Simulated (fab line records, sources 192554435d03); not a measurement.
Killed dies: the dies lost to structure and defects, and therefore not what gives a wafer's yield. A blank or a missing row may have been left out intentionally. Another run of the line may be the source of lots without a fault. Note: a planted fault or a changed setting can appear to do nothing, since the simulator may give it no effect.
Problem report in the 8D (eight disciplines) form, filled by code || flow n5Finfet || the parts of the form that need people (team, actions taken, sign-off) are left out

== 1. PROBLEM STATEMENT ==
Mean of rfFwdPowerW at N5_MOL_CONTACT_COAG_ETCH_47: 481.8 W over 2 wafers from 1 lot, against 386.9 W (standard deviation 1.8) on wafers with no fault. That is +53 standard deviations from the usual mean.
The step: etches SiNx in CH3F/O2, stops on W, target depth 27 nm.
First seen on wafer L717.2, day 8 23:06, on rieDiel-03. The record holds 15 wafers of 5 lots with a number at this step. Rule for "out" (also "out of limits"): further than 4 standard deviations from the usual mean. Any other wafer with a number is counted as sound.

== 2. WHAT IT IS, WHAT IT ISN'T ==
{"question": "which readings at this step", "is": "rfFwdPowerW, oes_f_703_au, rfVppV", "is not": "drypumpMotorCurrentA, oesProductAu, showerheadPlenumPTorr, throttleValvePct"}
{"question": "which lots", "is": "L717", "is not": "L706, L710, L723, L725"}
{"question": "which wafers of those lots", "is": "L717.2, L717.4", "is not": "L717.1"}
{"question": "read on which tools", "is": "rieDiel-03", "is not": "rieDiel-01, rieDiel-05"}
{"question": "when", "is": "from day 8 23:06", "is not": "up to then (7 sound wafers); but 6 sound wafers of L723, L725 came after"}

== 3. SUSPECTS, AND WHAT RULES EACH OUT ==
Counting: a tool at a process step up to the reading stays a suspect if it ran every lot that is out. Sound lots after the first of them don't rule it out here, since some wafers of a struck lot are sound.
- aldSin-03 at N5_MOL_CONTACT_COAG_ALD_131 (deposits SiO2, target thk 5 nm, pulse time 1 s, co reactant pulse time 1 s): kept. The lot that is out, L717, ran on it at day 8 22:40; the last sound lot it ran before that was L710, at day 7 04:59.
- rieDiel-03 at N5_MOL_CONTACT_COAG_ETCH_91 (etches SOC in N2/H2, target depth 60 nm, overetch 21 nm, time 101.2 s): kept. The lot that is out, L717, ran on it at day 8 22:52; the last sound lot it ran before that was L706, at day 6 03:43.
- rieDiel-03 at N5_MOL_CONTACT_COAG_ETCHBACK_135 (etches SiO2 in CHF3, target depth 25 nm, time 16.7 s): kept. The lot that is out, L717, ran on it at day 8 22:58; the last sound lot it ran before that was L706, at day 6 03:49.
- rieDiel-03 at N5_MOL_CONTACT_COAG_VIA_ETCH_46 (etches SiO2 in C4F6/O2, target depth 46 nm, overetch 9.2 nm, time 40 s): kept. The lot that is out, L717, ran on it at day 8 22:59; the last sound lot it ran before that was L706, at day 6 03:50.
- rieDiel-03 at N5_MOL_CONTACT_COAG_STRIP_96 (strips in N2/H2): kept. The lot that is out, L717, ran on it at day 8 23:04; the last sound lot it ran before that was L706, at day 6 03:55.
- rieDiel-03 at N5_MOL_CONTACT_COAG_ETCH_47 (etches SiNx in CH3F/O2, stops on W, target depth 27 nm): kept. The lot that is out, L717, ran on it at day 8 23:06; the last sound lot it ran before that was L706, at day 6 03:57. On those wafers its own readings are out: oes_f_703_au, rfFwdPowerW, rfVppV.
- Within aldSin-03 at N5_MOL_CONTACT_COAG_ALD_131: the wafers that are out ran in chambers 0, 2; their sound lot-mates ran in chamber 3.
- The sound lot-mates ran in chamber 3 of rieDiel-03 at N5_MOL_CONTACT_COAG_ETCH_91, but the wafers that are out ran in chamber 1.
- The sound lot-mates ran in chamber 3 of rieDiel-03 at N5_MOL_CONTACT_COAG_ETCHBACK_135, but the wafers that are out ran in chamber 1.
- The sound lot-mates ran in chamber 3 of rieDiel-03 at N5_MOL_CONTACT_COAG_VIA_ETCH_46, but the wafers that are out ran in chamber 1.
- The sound lot-mates ran in chamber 3 of rieDiel-03 at N5_MOL_CONTACT_COAG_STRIP_96, but the wafers that are out ran in chamber 1.
- The sound lot-mates ran in chamber 3 of rieDiel-03 at N5_MOL_CONTACT_COAG_ETCH_47, but the wafers that are out ran in chamber 1.
Left after counting: aldSin-03 at N5_MOL_CONTACT_COAG_ALD_131, rieDiel-03 at N5_MOL_CONTACT_COAG_ETCH_91, rieDiel-03 at N5_MOL_CONTACT_COAG_ETCHBACK_135, rieDiel-03 at N5_MOL_CONTACT_COAG_VIA_ETCH_46, rieDiel-03 at N5_MOL_CONTACT_COAG_STRIP_96, rieDiel-03 at N5_MOL_CONTACT_COAG_ETCH_47.

== 4. THE CAUSE (what the simulator had put in) ==
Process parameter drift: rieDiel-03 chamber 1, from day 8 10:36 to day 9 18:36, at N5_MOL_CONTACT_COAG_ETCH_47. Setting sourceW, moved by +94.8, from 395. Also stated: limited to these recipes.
Counting leaves 6 suspects; this tool is one of them.

== 5. SEQUENCE OF EFFECTS, ordered by route ==
Rows list readings where the struck wafers' mean (over those with a number) sits beyond 3 standard deviations from the usual. Readings are gone through only where the record gives a usual standard deviation; hours: the median, over the lots, of the time from a lot's start at the first step in this table giving one to that lot's start at this step; sigmas: the change measured in usual standard deviations.
{"hours": 0, "step": "N5_MOL_CONTACT_COAG_ETCH_47", "reading": "etchRfOnTimeS", "usual": "31.7 s", "on struck wafers": 28.5, "change": -3.2, "sigmas": -3.9}
{"hours": 0, "step": "N5_MOL_CONTACT_COAG_ETCH_47", "reading": "oes_f_703_au", "usual": "0.77 a.u.", "on struck wafers": 1.19, "change": "+0.42", "sigmas": "+4.6"}
{"hours": 0, "step": "N5_MOL_CONTACT_COAG_ETCH_47", "reading": "oes_o_777_au", "usual": "0.77 a.u.", "on struck wafers": 1.12, "change": "+0.35", "sigmas": "+3.8"}
{"hours": 0, "step": "N5_MOL_CONTACT_COAG_ETCH_47", "reading": "rfFwdPowerW", "usual": "386.9 W", "on struck wafers": 481.8, "change": "+94.9", "sigmas": "+53"}
{"hours": 0, "step": "N5_MOL_CONTACT_COAG_ETCH_47", "reading": "rfVppV", "usual": "295 V", "on struck wafers": 266, "change": -30, "sigmas": -4.4}
Its process steps:
- N5_MOL_CONTACT_COAG_ETCH_47: etches SiNx in CH3F/O2, stops on W, target depth 27 nm.
Later steps that measure or inspect, where all struck wafers having a row at the step show a number for every such reading and not one has moved that far: N5_BEOL_M4_RC_MEAS_101.

== 6. WHAT WOULD HAVE CAUGHT IT SOONER ==
The fault began at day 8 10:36; the first out-of-limits reading in this record came at day 8 23:06, 12 hours later.
